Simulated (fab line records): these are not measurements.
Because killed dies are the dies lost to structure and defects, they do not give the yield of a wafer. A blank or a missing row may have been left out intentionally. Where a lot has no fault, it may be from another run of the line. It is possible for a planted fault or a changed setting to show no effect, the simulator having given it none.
fab line records / flow nandHarc
record: lots: 13 wafers: 39 lastDay: 33
route steps=1302 shown THIN_TSV@1265 END@1302
lots with no fault: from the same line, run without faults
startH: hours from the record's first day to the start of the lot's first wafer shown / waitH: hours elapsed since this lot's preceding step / " as in the row above / L1.1+2: a single row standing in for several wafers / - value missing, or start not given / * or withheld: withheld / < > ~ a bound
route shown NAME@n: names a module that has steps shown in the file, with the first one's number in the route / usual: mean and standard deviation over wafers with no fault / same: alike in all rows / chamber/n: place in a boat / sites: the reading at each site / _std_site: how widely they spread, as a standard deviation / _edge_site: mean of outer sites minus mean of inner sites / radiusMm: how far each site lies from the wafer's centre / mask NAME#n: copy n / behind: the tool/chamber that last shaped the wafer / hold: what put the lot on hold/how long, in hours/how the hold closed / device: transistor that didn't switch, given as n, p or np / end of line: the tests these same wafers got at the end of their route / step lacking rows: just its recipe / killed: count of dies lost to structure and defects at first sort (not the wafer's yield) / map: dies across one wafer; x = killed, . = not, _ = none there
set.NAME: the setting as run; set.NAME@STEP: as run at that earlier step / model.NAME: the simulator's own value behind a step, which no gauge read
steps of the route over a sample of lots; a table a step, a row a wafer
services: a tool's chamber out of use, with start hour (startH, from the record's first day; less than 0 if before it), hours out, and reason
== steps ==
step: NHARC_THIN_TSV_STRIP_45
recipe: powerW: 1500 tempC: 250 chemistry: O2
usual: drypumpMotorCurrentA: 5.9/0.5 heaterPowerW: 325/37
lot.wafer=L321.1 tool=plasmaAsher-02 chamber=1 startH=559.45 waitH=0.1 drypumpMotorCurrentA=5.2 heaterPowerW=341 rfHoursCounterH=27
lot.wafer=L321.3 tool=plasmaAsher-02 chamber=1 startH=559.45 waitH=0.1 drypumpMotorCurrentA=5.2 heaterPowerW=337 rfHoursCounterH=-
lot.wafer=L321.6 tool=plasmaAsher-02 chamber=0 startH=559.45 waitH=0.1 drypumpMotorCurrentA=6.1 heaterPowerW=382 rfHoursCounterH=-
lot.wafer=L325.1 tool=plasmaAsher-01 chamber=1 startH=573.55 waitH=0.1 drypumpMotorCurrentA=6.5 heaterPowerW=330 rfHoursCounterH=10
lot.wafer=L325.3 tool=plasmaAsher-01 chamber=0 startH=573.55 waitH=0.1 drypumpMotorCurrentA=5.6 heaterPowerW=259 rfHoursCounterH=-
lot.wafer=L325.5 tool=plasmaAsher-01 chamber=1 startH=573.55 waitH=0.1 drypumpMotorCurrentA=6.5 heaterPowerW=318 rfHoursCounterH=-
lot.wafer=L327.4 tool=plasmaAsher-02 chamber=0 startH=597.22 waitH=0.2 drypumpMotorCurrentA=6.1 heaterPowerW=371 rfHoursCounterH=-
lot.wafer=L327.5 tool=plasmaAsher-02 chamber=1 startH=597.22 waitH=0.2 drypumpMotorCurrentA=5.2 heaterPowerW=347 rfHoursCounterH=-
lot.wafer=L327.6 tool=plasmaAsher-02 chamber=0 startH=597.22 waitH=0.2 drypumpMotorCurrentA=6.1 heaterPowerW=364 rfHoursCounterH=-
lot.wafer=L329.1 tool=plasmaAsher-01 chamber=0 startH=620.51 waitH=0.1 drypumpMotorCurrentA=5.6 heaterPowerW=263 rfHoursCounterH=22
lot.wafer=L329.4 tool=plasmaAsher-01 chamber=0 startH=620.51 waitH=0.1 drypumpMotorCurrentA=5.6 heaterPowerW=265 rfHoursCounterH=-
lot.wafer=L329.5 tool=plasmaAsher-01 chamber=1 startH=620.51 waitH=0.1 drypumpMotorCurrentA=6.5 heaterPowerW=328 rfHoursCounterH=-
lot.wafer=L328.1 tool=plasmaAsher-01 chamber=0 startH=629.68 waitH=0.1 drypumpMotorCurrentA=5.6 heaterPowerW=264 rfHoursCounterH=24
lot.wafer=L328.4 tool=plasmaAsher-01 chamber=1 startH=629.68 waitH=0.1 drypumpMotorCurrentA=6.5 heaterPowerW=324 rfHoursCounterH=-
lot.wafer=L328.5 tool=plasmaAsher-01 chamber=0 startH=629.68 waitH=0.1 drypumpMotorCurrentA=5.6 heaterPowerW=258 rfHoursCounterH=-
lot.wafer=L331.1 tool=plasmaAsher-02 chamber=0 startH=657.62 waitH=0.1 drypumpMotorCurrentA=6.1 heaterPowerW=351 rfHoursCounterH=8
lot.wafer=L331.5 tool=plasmaAsher-02 chamber=1 startH=657.62 waitH=0.1 drypumpMotorCurrentA=5.2 heaterPowerW=356 rfHoursCounterH=-
lot.wafer=L331.6 tool=plasmaAsher-02 chamber=0 startH=657.62 waitH=0.1 drypumpMotorCurrentA=6.1 heaterPowerW=346 rfHoursCounterH=-
lot.wafer=L332.2 tool=plasmaAsher-01 chamber=0 startH=658.93 waitH=0.1 drypumpMotorCurrentA=5.6 heaterPowerW=269 rfHoursCounterH=30
lot.wafer=L332.3 tool=plasmaAsher-01 chamber=0 startH=658.93 waitH=0.1 drypumpMotorCurrentA=5.6 heaterPowerW=263 rfHoursCounterH=-
lot.wafer=L332.6 tool=plasmaAsher-01 chamber=1 startH=658.93 waitH=0.1 drypumpMotorCurrentA=6.5 heaterPowerW=322 rfHoursCounterH=-
lot.wafer=L334.1 tool=plasmaAsher-02 chamber=1 startH=674.87 waitH=0.1 drypumpMotorCurrentA=5.2 heaterPowerW=354 rfHoursCounterH=11
lot.wafer=L334.6 tool=plasmaAsher-02 chamber=0 startH=674.87 waitH=0.1 drypumpMotorCurrentA=6.1 heaterPowerW=350 rfHoursCounterH=-
lot.wafer=L334.5 tool=plasmaAsher-02 chamber=1 startH=674.87 waitH=0.1 drypumpMotorCurrentA=5.2 heaterPowerW=350 rfHoursCounterH=-
lot.wafer=L336.2 tool=plasmaAsher-01 chamber=0 startH=686.49 waitH=0.1 drypumpMotorCurrentA=5.6 heaterPowerW=265 rfHoursCounterH=36
lot.wafer=L336.4 tool=plasmaAsher-01 chamber=1 startH=686.49 waitH=0.1 drypumpMotorCurrentA=6.5 heaterPowerW=323 rfHoursCounterH=-
lot.wafer=L336.5 tool=plasmaAsher-01 chamber=1 startH=686.49 waitH=0.1 drypumpMotorCurrentA=6.6 heaterPowerW=315 rfHoursCounterH=-
lot.wafer=L337.2 tool=plasmaAsher-02 chamber=0 startH=724.92 waitH=0.1 drypumpMotorCurrentA=6.1 heaterPowerW=356 rfHoursCounterH=23
lot.wafer=L337.3 tool=plasmaAsher-02 chamber=0 startH=724.92 waitH=0.1 drypumpMotorCurrentA=6.1 heaterPowerW=354 rfHoursCounterH=-
lot.wafer=L337.6 tool=plasmaAsher-02 chamber=0 startH=724.92 waitH=0.1 drypumpMotorCurrentA=6.1 heaterPowerW=363 rfHoursCounterH=-
lot.wafer=L339.2 tool=plasmaAsher-02 chamber=0 startH=727.31 waitH=0.1 drypumpMotorCurrentA=6.1 heaterPowerW=348 rfHoursCounterH=24
lot.wafer=L339.1 tool=plasmaAsher-02 chamber=1 startH=727.31 waitH=0.1 drypumpMotorCurrentA=5.2 heaterPowerW=350 rfHoursCounterH=24
lot.wafer=L339.4 tool=plasmaAsher-02 chamber=0 startH=727.31 waitH=0.1 drypumpMotorCurrentA=6.1 heaterPowerW=351 rfHoursCounterH=-
lot.wafer=L343.2 tool=plasmaAsher-01 chamber=1 startH=764.96 waitH=0.1 drypumpMotorCurrentA=6.5 heaterPowerW=329 rfHoursCounterH=11
lot.wafer=L343.3 tool=plasmaAsher-01 chamber=0 startH=764.96 waitH=0.1 drypumpMotorCurrentA=5.6 heaterPowerW=275 rfHoursCounterH=-
lot.wafer=L343.5 tool=plasmaAsher-01 chamber=0 startH=764.96 waitH=0.1 drypumpMotorCurrentA=5.6 heaterPowerW=273 rfHoursCounterH=-
lot.wafer=L344.2 tool=plasmaAsher-01 chamber=1 startH=784.01 waitH=0.7 drypumpMotorCurrentA=6.5 heaterPowerW=332 rfHoursCounterH=16
lot.wafer=L344.3 tool=plasmaAsher-01 chamber=0 startH=784.01 waitH=0.7 drypumpMotorCurrentA=5.6 heaterPowerW=276 rfHoursCounterH=-
lot.wafer=L344.5 tool=plasmaAsher-01 chamber=1 startH=784.01 waitH=0.7 drypumpMotorCurrentA=6.5 heaterPowerW=329 rfHoursCounterH=-
step: NHARC_THIN_TSV_ANNEAL_52
recipe: tempC: 225 timeS: 90
usual: wafer_temp_C_max: 226.3/0.35
lot.wafer=L321.1 tool=rtpAnneal-01 chamber=0 startH=562.37 waitH=0.6 wafer_temp_C_max=225.8
lot.wafer=L321.3 tool=rtpAnneal-01 chamber=0 startH=562.37 waitH=0.6 wafer_temp_C_max=226.0
lot.wafer=L321.6 tool=rtpAnneal-01 chamber=0 startH=562.37 waitH=0.6 wafer_temp_C_max=225.8
lot.wafer=L325.1 tool=rtpAnneal-02 chamber=0 startH=576.43 waitH=0.6 wafer_temp_C_max=226.6
lot.wafer=L325.3 tool=rtpAnneal-02 chamber=0 startH=576.43 waitH=0.6 wafer_temp_C_max=226.5
lot.wafer=L325.5 tool=rtpAnneal-02 chamber=0 startH=576.43 waitH=0.6 wafer_temp_C_max=226.4
lot.wafer=L327.4 tool=rtpAnneal-02 chamber=0 startH=600.15 waitH=0.5 wafer_temp_C_max=226.7
lot.wafer=L327.5 tool=rtpAnneal-02 chamber=0 startH=600.15 waitH=0.5 wafer_temp_C_max=226.9
lot.wafer=L327.6 tool=rtpAnneal-02 chamber=0 startH=600.15 waitH=0.5 wafer_temp_C_max=226.9
lot.wafer=L329.1 tool=rtpAnneal-02 chamber=0 startH=623.39 waitH=0.6 wafer_temp_C_max=226.4
lot.wafer=L329.4 tool=rtpAnneal-02 chamber=0 startH=623.39 waitH=0.6 wafer_temp_C_max=226.2
lot.wafer=L329.5 tool=rtpAnneal-02 chamber=0 startH=623.39 waitH=0.6 wafer_temp_C_max=225.9
lot.wafer=L328.1 tool=rtpAnneal-01 chamber=0 startH=632.60 waitH=0.5 wafer_temp_C_max=226.1
lot.wafer=L328.4 tool=rtpAnneal-01 chamber=0 startH=632.60 waitH=0.5 wafer_temp_C_max=225.8
lot.wafer=L328.5 tool=rtpAnneal-01 chamber=0 startH=632.60 waitH=0.5 wafer_temp_C_max=225.5
lot.wafer=L331.1 tool=rtpAnneal-01 chamber=0 startH=660.50 waitH=0.6 wafer_temp_C_max=225.8
lot.wafer=L331.5 tool=rtpAnneal-01 chamber=0 startH=660.50 waitH=0.6 wafer_temp_C_max=225.7
lot.wafer=L331.6 tool=rtpAnneal-01 chamber=0 startH=660.50 waitH=0.6 wafer_temp_C_max=226.0
lot.wafer=L332.2 tool=rtpAnneal-02 chamber=0 startH=662.23 waitH=0.6 wafer_temp_C_max=227.1
lot.wafer=L332.3 tool=rtpAnneal-02 chamber=0 startH=662.23 waitH=0.6 wafer_temp_C_max=226.6
lot.wafer=L332.6 tool=rtpAnneal-02 chamber=0 startH=662.23 waitH=0.6 wafer_temp_C_max=226.4
lot.wafer=L334.1 tool=rtpAnneal-02 chamber=0 startH=677.72 waitH=0.5 wafer_temp_C_max=226.6
lot.wafer=L334.5 tool=rtpAnneal-02 chamber=0 startH=677.72 waitH=0.5 wafer_temp_C_max=226.1
lot.wafer=L334.6 tool=rtpAnneal-02 chamber=0 startH=677.72 waitH=0.5 wafer_temp_C_max=226.1
lot.wafer=L336.2 tool=rtpAnneal-01 chamber=0 startH=689.50 waitH=0.7 wafer_temp_C_max=226.3
lot.wafer=L336.4 tool=rtpAnneal-01 chamber=0 startH=689.50 waitH=0.7 wafer_temp_C_max=226.1
lot.wafer=L336.5 tool=rtpAnneal-01 chamber=0 startH=689.50 waitH=0.7 wafer_temp_C_max=226.3
lot.wafer=L337.2 tool=rtpAnneal-02 chamber=0 startH=727.88 waitH=0.6 wafer_temp_C_max=226.5
lot.wafer=L337.3 tool=rtpAnneal-02 chamber=0 startH=727.88 waitH=0.6 wafer_temp_C_max=226.4
lot.wafer=L337.6 tool=rtpAnneal-02 chamber=0 startH=727.88 waitH=0.6 wafer_temp_C_max=225.8
lot.wafer=L339.1 tool=rtpAnneal-01 chamber=0 startH=730.35 waitH=0.6 wafer_temp_C_max=225.7
lot.wafer=L339.2 tool=rtpAnneal-01 chamber=0 startH=730.35 waitH=0.6 wafer_temp_C_max=226.2
lot.wafer=L339.4 tool=rtpAnneal-01 chamber=0 startH=730.35 waitH=0.6 wafer_temp_C_max=226.6
lot.wafer=L343.2 tool=rtpAnneal-01 chamber=0 startH=767.90 waitH=0.6 wafer_temp_C_max=226.6
lot.wafer=L343.3 tool=rtpAnneal-01 chamber=0 startH=767.90 waitH=0.6 wafer_temp_C_max=226.1
lot.wafer=L343.5 tool=rtpAnneal-01 chamber=0 startH=767.90 waitH=0.6 wafer_temp_C_max=225.9
lot.wafer=L344.2 tool=rtpAnneal-01 chamber=0 startH=787.20 waitH=0.7 wafer_temp_C_max=226.1
lot.wafer=L344.3 tool=rtpAnneal-01 chamber=0 startH=787.20 waitH=0.7 wafer_temp_C_max=226.4
lot.wafer=L344.5 tool=rtpAnneal-01 chamber=0 startH=787.20 waitH=0.7 wafer_temp_C_max=226.3
step: NHARC_THIN_TSV_STRIP_57
recipe: timeS: 1200 tempC: 72.5 chemistry: postEtchResidueRemover
lot.wafer=L321.6+1+3 tool=wetBench-10 chamber=5,6,7 startH=565.18 waitH=0.1
lot.wafer=L325.5+3+1 tool=wetBench-08 chamber=6,2,3 startH=579.35 waitH=0.1
lot.wafer=L327.6+4+5 tool=wetBench-10 chamber=6,7,1 startH=602.81 waitH=0.1
lot.wafer=L329.5+1+4 tool=wetBench-10 chamber=1,2,4 startH=626.37 waitH=0.1
lot.wafer=L328.4+5+1 tool=wetBench-10 chamber=5,6,1 startH=635.75 waitH=0.2
lot.wafer=L331.6+1+5 tool=wetBench-08 chamber=2,3,4 startH=663.44 waitH=0.1
lot.wafer=L332.6+3+2 tool=wetBench-08 chamber=3,5,6 startH=664.99 waitH=0.1
lot.wafer=L334.6+5+1 tool=wetBench-08 chamber=4,5,0 startH=680.67 waitH=0.1
lot.wafer=L336.5+4+2 tool=wetBench-08 chamber=1,4,5 startH=692.41 waitH=0.1
lot.wafer=L337.6+3+2 tool=wetBench-08 chamber=4,5,7 startH=730.63 waitH=0.1
lot.wafer=L339.1+4+2 tool=wetBench-08 chamber=4,5,7 startH=733.29 waitH=0.3
lot.wafer=L343.5+2+3 tool=wetBench-10 chamber=2,5,6 startH=770.78 waitH=0.1
lot.wafer=L344.2+5+3 tool=wetBench-10 chamber=4,6,0 startH=789.96 waitH=0.3
step: NHARC_THIN_TSV_CD_MEAS_37
usual: cdNm: 5000/3.8
lot.wafer=L321.1 tool=cdSem-03 chamber=- startH=565.63 waitH=- cdNm=4994
lot.wafer=L321.3 tool=cdSem-03 chamber=- startH=565.63 waitH=- cdNm=4999
lot.wafer=L321.6 tool=cdSem-03 chamber=- startH=565.63 waitH=- cdNm=4997
lot.wafer=L325.1 tool=cdSem-03 chamber=- startH=579.80 waitH=- cdNm=5001
lot.wafer=L325.3 tool=cdSem-03 chamber=- startH=579.80 waitH=- cdNm=4996
lot.wafer=L325.5 tool=cdSem-03 chamber=- startH=579.80 waitH=- cdNm=5003
lot.wafer=L327.4 tool=cdSem-01 chamber=- startH=603.26 waitH=- cdNm=5002
lot.wafer=L327.5 tool=cdSem-01 chamber=- startH=603.26 waitH=- cdNm=5003
lot.wafer=L327.6 tool=cdSem-01 chamber=- startH=603.26 waitH=- cdNm=5002
lot.wafer=L329.1 tool=cdSem-02 chamber=- startH=626.80 waitH=- cdNm=5006
lot.wafer=L329.4 tool=cdSem-02 chamber=- startH=626.80 waitH=- cdNm=5002
lot.wafer=L329.5 tool=cdSem-02 chamber=- startH=626.80 waitH=- cdNm=5002
lot.wafer=L328.1 tool=cdSem-03 chamber=- startH=636.18 waitH=- cdNm=5008
lot.wafer=L328.4 tool=cdSem-03 chamber=- startH=636.18 waitH=- cdNm=4999
lot.wafer=L328.5 tool=cdSem-03 chamber=- startH=636.18 waitH=- cdNm=5007
lot.wafer=L331.1 tool=cdSem-01 chamber=- startH=663.88 waitH=- cdNm=4999
lot.wafer=L331.5 tool=cdSem-01 chamber=- startH=663.88 waitH=- cdNm=4999
lot.wafer=L331.6 tool=cdSem-01 chamber=- startH=663.88 waitH=- cdNm=5006
lot.wafer=L332.2 tool=cdSem-03 chamber=- startH=665.43 waitH=- cdNm=5000
lot.wafer=L332.3 tool=cdSem-03 chamber=- startH=665.43 waitH=- cdNm=5001
lot.wafer=L332.6 tool=cdSem-03 chamber=- startH=665.43 waitH=- cdNm=4999
lot.wafer=L334.1 tool=cdSem-02 chamber=- startH=681.11 waitH=- cdNm=5005
lot.wafer=L334.5 tool=cdSem-02 chamber=- startH=681.11 waitH=- cdNm=5007
lot.wafer=L334.6 tool=cdSem-02 chamber=- startH=681.11 waitH=- cdNm=5004
lot.wafer=L336.2 tool=cdSem-01 chamber=- startH=692.85 waitH=- cdNm=4995
lot.wafer=L336.4 tool=cdSem-01 chamber=- startH=692.85 waitH=- cdNm=4997
lot.wafer=L336.5 tool=cdSem-01 chamber=- startH=692.85 waitH=- cdNm=4998
lot.wafer=L337.2 tool=cdSem-03 chamber=- startH=731.08 waitH=- cdNm=4999
lot.wafer=L337.3 tool=cdSem-03 chamber=- startH=731.08 waitH=- cdNm=4997
lot.wafer=L337.6 tool=cdSem-03 chamber=- startH=731.08 waitH=- cdNm=4999
lot.wafer=L339.1 tool=cdSem-03 chamber=- startH=733.73 waitH=- cdNm=5004
lot.wafer=L339.2 tool=cdSem-03 chamber=- startH=733.73 waitH=- cdNm=5001
lot.wafer=L339.4 tool=cdSem-03 chamber=- startH=733.73 waitH=- cdNm=5004
lot.wafer=L343.2 tool=cdSem-03 chamber=- startH=771.23 waitH=- cdNm=5001
lot.wafer=L343.3 tool=cdSem-03 chamber=- startH=771.23 waitH=- cdNm=4998
lot.wafer=L343.5 tool=cdSem-03 chamber=- startH=771.23 waitH=- cdNm=5000
lot.wafer=L344.2 tool=cdSem-02 chamber=- startH=790.40 waitH=- cdNm=4998
lot.wafer=L344.3 tool=cdSem-02 chamber=- startH=790.40 waitH=- cdNm=4996
lot.wafer=L344.5 tool=cdSem-02 chamber=- startH=790.40 waitH=- cdNm=4996
step: NHARC_THIN_TSV_INSPECT_40
usual: rawDefectCount: 542/88
lot.wafer=L321.1 tool=defectInspect-01 chamber=- startH=571.20 waitH=0.4 rawDefectCount=624
lot.wafer=L321.3 tool=defectInspect-01 chamber=- startH=571.20 waitH=0.4 rawDefectCount=637
lot.wafer=L321.6 tool=defectInspect-01 chamber=- startH=571.20 waitH=0.4 rawDefectCount=607
lot.wafer=L325.1 tool=defectInspect-01 chamber=- startH=584.45 waitH=0.4 rawDefectCount=537
lot.wafer=L325.3 tool=defectInspect-01 chamber=- startH=584.45 waitH=0.4 rawDefectCount=544
lot.wafer=L325.5 tool=defectInspect-01 chamber=- startH=584.45 waitH=0.4 rawDefectCount=500
lot.wafer=L327.4 tool=defectInspect-01 chamber=- startH=606.80 waitH=0.4 rawDefectCount=504
lot.wafer=L327.5 tool=defectInspect-01 chamber=- startH=606.80 waitH=0.4 rawDefectCount=562
lot.wafer=L327.6 tool=defectInspect-01 chamber=- startH=606.80 waitH=0.4 rawDefectCount=444
lot.wafer=L329.1 tool=defectInspect-02 chamber=- startH=631.46 waitH=0.4 rawDefectCount=581
lot.wafer=L329.4 tool=defectInspect-02 chamber=- startH=631.46 waitH=0.4 rawDefectCount=547
lot.wafer=L329.5 tool=defectInspect-02 chamber=- startH=631.46 waitH=0.4 rawDefectCount=484
lot.wafer=L328.1 tool=defectInspect-02 chamber=- startH=642.50 waitH=0.4 rawDefectCount=541
lot.wafer=L328.4 tool=defectInspect-02 chamber=- startH=642.50 waitH=0.4 rawDefectCount=500
lot.wafer=L328.5 tool=defectInspect-02 chamber=- startH=642.50 waitH=0.4 rawDefectCount=414
lot.wafer=L331.1 tool=defectInspect-02 chamber=- startH=671.45 waitH=0.4 rawDefectCount=826
lot.wafer=L331.5 tool=defectInspect-02 chamber=- startH=671.45 waitH=0.4 rawDefectCount=542
lot.wafer=L331.6 tool=defectInspect-02 chamber=- startH=671.45 waitH=0.4 rawDefectCount=596
lot.wafer=L332.2 tool=defectInspect-01 chamber=- startH=671.45 waitH=0.4 rawDefectCount=449
lot.wafer=L332.3 tool=defectInspect-01 chamber=- startH=671.45 waitH=0.4 rawDefectCount=665
lot.wafer=L332.6 tool=defectInspect-01 chamber=- startH=671.45 waitH=0.4 rawDefectCount=562
lot.wafer=L334.1 tool=defectInspect-02 chamber=- startH=686.48 waitH=0.4 rawDefectCount=541
lot.wafer=L334.5 tool=defectInspect-02 chamber=- startH=686.48 waitH=0.4 rawDefectCount=609
lot.wafer=L334.6 tool=defectInspect-02 chamber=- startH=686.48 waitH=0.4 rawDefectCount=804
lot.wafer=L336.2 tool=defectInspect-02 chamber=- startH=697.44 waitH=0.4 rawDefectCount=473
lot.wafer=L336.4 tool=defectInspect-02 chamber=- startH=697.44 waitH=0.4 rawDefectCount=584
lot.wafer=L336.5 tool=defectInspect-02 chamber=- startH=697.44 waitH=0.4 rawDefectCount=685
lot.wafer=L337.2 tool=defectInspect-01 chamber=- startH=735.04 waitH=0.4 rawDefectCount=1748
lot.wafer=L337.3 tool=defectInspect-01 chamber=- startH=735.04 waitH=0.4 rawDefectCount=1727
lot.wafer=L337.6 tool=defectInspect-01 chamber=- startH=735.04 waitH=0.4 rawDefectCount=1599
lot.wafer=L339.1 tool=defectInspect-02 chamber=- startH=738.25 waitH=0.4 rawDefectCount=1690
lot.wafer=L339.2 tool=defectInspect-02 chamber=- startH=738.25 waitH=0.4 rawDefectCount=1641
lot.wafer=L339.4 tool=defectInspect-02 chamber=- startH=738.25 waitH=0.4 rawDefectCount=1687
lot.wafer=L343.2 tool=defectInspect-01 chamber=- startH=777.22 waitH=0.4 rawDefectCount=624
lot.wafer=L343.3 tool=defectInspect-01 chamber=- startH=777.22 waitH=0.4 rawDefectCount=602
lot.wafer=L343.5 tool=defectInspect-01 chamber=- startH=777.22 waitH=0.4 rawDefectCount=668
lot.wafer=L344.2 tool=defectInspect-02 chamber=- startH=795.01 waitH=0.4 rawDefectCount=631
lot.wafer=L344.3 tool=defectInspect-02 chamber=- startH=795.01 waitH=0.4 rawDefectCount=524
lot.wafer=L344.5 tool=defectInspect-02 chamber=- startH=795.01 waitH=0.4 rawDefectCount=490
step: NHARC_END_SORT_01
recipe: tempC: 25
usual: defectLimitedYield: 90/3.1 killedAtArray: 59/20 killedAtOther: 0.8/1.1 killedAtPeriphery: 5/3.1 killedDies: 64/21 killedOpen: 3.4/1.9 killedShort: 2.3/1.7
same: grossDies: 677
lot.wafer=L337.2 tool=prober-02 chamber=0 startH=738.86 waitH=2.8 defectLimitedYield[%]=83 killedAtArray=39 killedAtOther=64 killedAtPeriphery=9 killedDies=112 killedOpen=4 killedShort=1
lot.wafer=L337.3 tool=prober-02 chamber=0 startH=739.65 waitH=3.1 defectLimitedYield[%]=75 killedAtArray=51 killedAtOther=107 killedAtPeriphery=11 killedDies=169 killedOpen=4 killedShort=1
lot.wafer=L337.6 tool=prober-02 chamber=0 startH=742.02 waitH=4.0 defectLimitedYield[%]=84 killedAtArray=54 killedAtOther=44 killedAtPeriphery=9 killedDies=107 killedOpen=1 killedShort=2
lot.wafer=L339.1 tool=prober-02 chamber=0 startH=745.83 waitH=2.5 defectLimitedYield[%]=82 killedAtArray=69 killedAtOther=43 killedAtPeriphery=8 killedDies=120 killedOpen=2 killedShort=4
lot.wafer=L339.2 tool=prober-02 chamber=0 startH=746.62 waitH=2.8 defectLimitedYield[%]=79 killedAtArray=71 killedAtOther=63 killedAtPeriphery=8 killedDies=142 killedOpen=5 killedShort=1
lot.wafer=L339.4 tool=prober-02 chamber=0 startH=748.21 waitH=3.4 defectLimitedYield[%]=72 killedAtArray=73 killedAtOther=101 killedAtPeriphery=14 killedDies=188 killedOpen=5 killedShort=1
killed by level:class
L337.2 THIN_TSV:unspecified=64 A_CHANNEL_HOLE_D2:chamberFilmFlake=22 A_CONTACT:chamberFilmFlake=6 A_CHANNEL_HOLE_D1:chamberFilmFlake=4 A_SLIT:chamberFilmFlake=3 P_CONTACT:geometricParticle:open=2 P_STI:chamberFilmFlake=2 P_GATE:chamberFilmFlake=2
L337.3 THIN_TSV:unspecified=107 A_CHANNEL_HOLE_D2:chamberFilmFlake=20 A_CHANNEL_HOLE_D1:chamberFilmFlake=13 A_CONTACT:chamberFilmFlake=11 P_CONTACT:geometricParticle:open=4 P_GATE:chamberFilmFlake=3 A_SLIT:chamberFilmFlake=3 P_BONDPAD:chamberFilmFlake=2
L337.6 THIN_TSV:unspecified=44 A_CHANNEL_HOLE_D2:chamberFilmFlake=23 A_CONTACT:chamberFilmFlake=10 A_SLIT:chamberFilmFlake=9 A_CHANNEL_HOLE_D1:chamberFilmFlake=7 P_BONDPAD:chamberFilmFlake=4 P_GATE:geometricParticle:short=2 A_CHANNEL_FILL_D1:chamberFilmFlake=2
L339.1 THIN_TSV:unspecified=42 A_SLIT:chamberFilmFlake=33 A_CHANNEL_HOLE_D2:chamberFilmFlake=17 A_CHANNEL_HOLE_D1:chamberFilmFlake=6 A_CONTACT:chamberFilmFlake=3 P_CONTACT:chamberFilmFlake=2 P_M0:chamberFilmFlake=2 A_STAIRCASE:chamberFilmFlake=2
L339.2 THIN_TSV:unspecified=60 A_CHANNEL_HOLE_D2:chamberFilmFlake=28 A_SLIT:chamberFilmFlake=20 A_CHANNEL_HOLE_D1:chamberFilmFlake=7 P_M0:chamberFilmFlake=4 A_ZERO_WELL:chamberFilmFlake=4 THIN_TSV:chamberFilmFlake=3 P_ZERO_WELL:chamberFilmFlake=2
L339.4 THIN_TSV:unspecified=100 A_CHANNEL_HOLE_D2:chamberFilmFlake=23 A_SLIT:chamberFilmFlake=20 A_STAIRCASE:chamberFilmFlake=8 A_CHANNEL_HOLE_D1:chamberFilmFlake=7 P_M0:chamberFilmFlake=5 A_CONTACT:chamberFilmFlake=4 P_CONTACT:chamberFilmFlake=3
== services ==
tool=plasmaAsher-02 chamber=- startH=573.11 hours=7.3 kind=repair
tool=plasmaAsher-02 chamber=- startH=589.14 hours=1.1 kind=repair
tool=plasmaAsher-02 chamber=- startH=603.25 hours=9.0 kind=pm
tool=plasmaAsher-02 chamber=- startH=619.87 hours=3.2 kind=repair
tool=wetBench-08 chamber=- startH=646.42 hours=8.0 kind=pm
tool=wetBench-08 chamber=0 startH=654.42 hours=- kind=consumableReplace:bath
tool=wetBench-08 chamber=0 startH=654.42 hours=- kind=consumableReplace:filter
tool=wetBench-08 chamber=1 startH=654.42 hours=- kind=consumableReplace:bath
tool=wetBench-08 chamber=1 startH=654.42 hours=- kind=consumableReplace:filter
tool=wetBench-08 chamber=2 startH=654.42 hours=- kind=consumableReplace:bath
tool=wetBench-08 chamber=2 startH=654.42 hours=- kind=consumableReplace:filter
tool=wetBench-08 chamber=3 startH=654.42 hours=- kind=consumableReplace:bath
tool=wetBench-08 chamber=3 startH=654.42 hours=- kind=consumableReplace:filter
tool=wetBench-08 chamber=4 startH=654.42 hours=- kind=consumableReplace:bath
tool=wetBench-08 chamber=4 startH=654.42 hours=- kind=consumableReplace:filter
tool=wetBench-08 chamber=5 startH=654.42 hours=- kind=consumableReplace:bath
tool=wetBench-08 chamber=5 startH=654.42 hours=- kind=consumableReplace:filter
tool=wetBench-08 chamber=6 startH=654.42 hours=- kind=consumableReplace:bath
tool=wetBench-08 chamber=6 startH=654.42 hours=- kind=consumableReplace:filter
tool=wetBench-10 chamber=- startH=663.20 hours=8.0 kind=pm
tool=wetBench-08 chamber=- startH=695.44 hours=2.8 kind=repair
tool=plasmaAsher-01 chamber=- startH=696.11 hours=9.0 kind=pm
tool=rtpAnneal-02 chamber=- startH=744.00 hours=12.0 kind=pm
tool=plasmaAsher-02 chamber=- startH=780.25 hours=9.0 kind=pm
== key ==
firstSign: step: NHARC_THIN_TSV_INSPECT_40 reading: rawDefectCount direction: up sigmas: 13 usual: 542 struck: 1682
effect: step: NHARC_END_SORT_01 reading: killedAtOther direction: up sigmas: 66 usual: 0.8 struck: 70.3
moreKillsBornAt: NHARC_THIN_TSV_STRIP_57@wetBench-08: 417
metAt NHARC_THIN_TSV_STRIP_57
struckLots L337,L339
notActingAt NHARC_THIN_TSV_STRIP_45,NHARC_THIN_TSV_ANNEAL_52,NHARC_THIN_TSV_CD_MEAS_37
onsetBetween 692.41 730.63
fault: kind: chamberParticleSource tool: wetBench-08 chamber: - onsetH: 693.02 steps: NHARC_THIN_TSV_STRIP_57 ratePerVisitCm2: 1.8012
